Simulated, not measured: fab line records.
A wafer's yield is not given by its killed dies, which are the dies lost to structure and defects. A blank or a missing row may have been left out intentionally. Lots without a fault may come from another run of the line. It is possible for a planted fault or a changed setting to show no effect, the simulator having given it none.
8D (eight disciplines) problem report, filled in by code ; flow n5 finfet ; the parts of the form that need people (team, actions taken, sign-off) are left out

1. WHAT IS WRONG
etch rf on time s at N5_BEOL_M0_ETCH_138 reads a mean of 21.6 s on 4 wafers of 3 lots; wafers without a fault read 28.9 s with a standard deviation of 1. Relative to the usual mean, that is a shift of -7.2 standard deviations.
The step: etches SiCN in CH3F/O2, target depth 12 nm, time 31.6 s.
First observed at day 10 09:32: wafer L657.2, on rie diel-05. The record has a number at this step for 24 wafers belonging to 9 lots. Rule for "out" (also "out of limits"): further than 4 standard deviations from the usual mean. The other wafers with a number count as sound.

2. WHAT IT IS, WHAT IT ISN'T
question;is;is not
which readings at this step;etch rf on time s;drypump motor current A, mfc ar sccm, oes product au, rf vpp V, showerhead plenum p Torr, throttle valve pct
which lots;L657, L658, L660;L639, L641, L646, L647, L648, L649
which wafers of those lots;L657.2, L657.6, L658.2, L660.6;L658.3, L660.1
read on which tools;rie diel-01, rie diel-05;rie diel-03
when;from day 10 09:32;"up to then (18 sound wafers); but 2 sound wafers of L658, L660 came after"

3. SUSPECTS, AND WHAT RULES EACH OUT
Counting: if a tool at a process step up to the reading ran every lot that is out, it stays a suspect. Sound lots after the first of them don't rule it out here, since some wafers of a struck lot are sound.
- rie si-06 at N5_BEOL_M0_SAQP_MANDREL_ETCH_103 (etches a-Si in HBr/Cl2, stops on SiCN, target depth 45 nm, bt time 10 s, time 27 s): kept. Ran every lot that is out, first one L657 (day 10 04:28); last sound lot up to then L648 (day 8 01:33).
Remaining after the count: rie si-06 at N5_BEOL_M0_SAQP_MANDREL_ETCH_103.

4. THE CAUSE (what the simulator had put in)
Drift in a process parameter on rie si-06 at N5_BEOL_M0_SAQP_MANDREL_ETCH_103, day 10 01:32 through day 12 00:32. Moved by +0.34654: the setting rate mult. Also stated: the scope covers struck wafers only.
Only this tool survived the counting.

5. THE EFFECT CHAIN, in route order
Each row: a reading where the mean over the struck wafers with a number is more than 3 standard deviations away from the usual. Scope: only readings with a usual standard deviation given in the record; hours: median across lots of the time from each lot's start at the first step in this table that gives one to its start at this step; sigmas: change in usual standard deviations.
hours;step;reading;usual;on struck wafers;change;sigmas
0;N5_BEOL_M0_ETCH_138;etch rf on time s;28.9 s;21.6;-7.2;-7.2
The process steps in it:
- N5_BEOL_M0_ETCH_138: etches SiCN in CH3F/O2, target depth 12 nm, time 31.6 s.
Later steps that measure or inspect, where all struck wafers having a row at the step show a number for every such reading and not one has moved that far: N5_BEOL_M4_RC_MEAS_101.

6. HOW IT WOULD HAVE BEEN CAUGHT EARLIER
The fault began at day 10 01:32; the first out-of-limits reading in this record came at day 10 09:32, 8 hours later.
Of the tool readings at N5_BEOL_M0_SAQP_MANDREL_ETCH_103 for which the record gives a usual standard deviation, none was out on any struck wafer, so an alarm limit of 4 standard deviations on them would not have fired.
Among the 3 lots that are out, L658, L660 began N5_BEOL_M0_SAQP_MANDREL_ETCH_103 on rie si-06 after day 10 09:32. A hold on the tool at that time would have spared those 2.
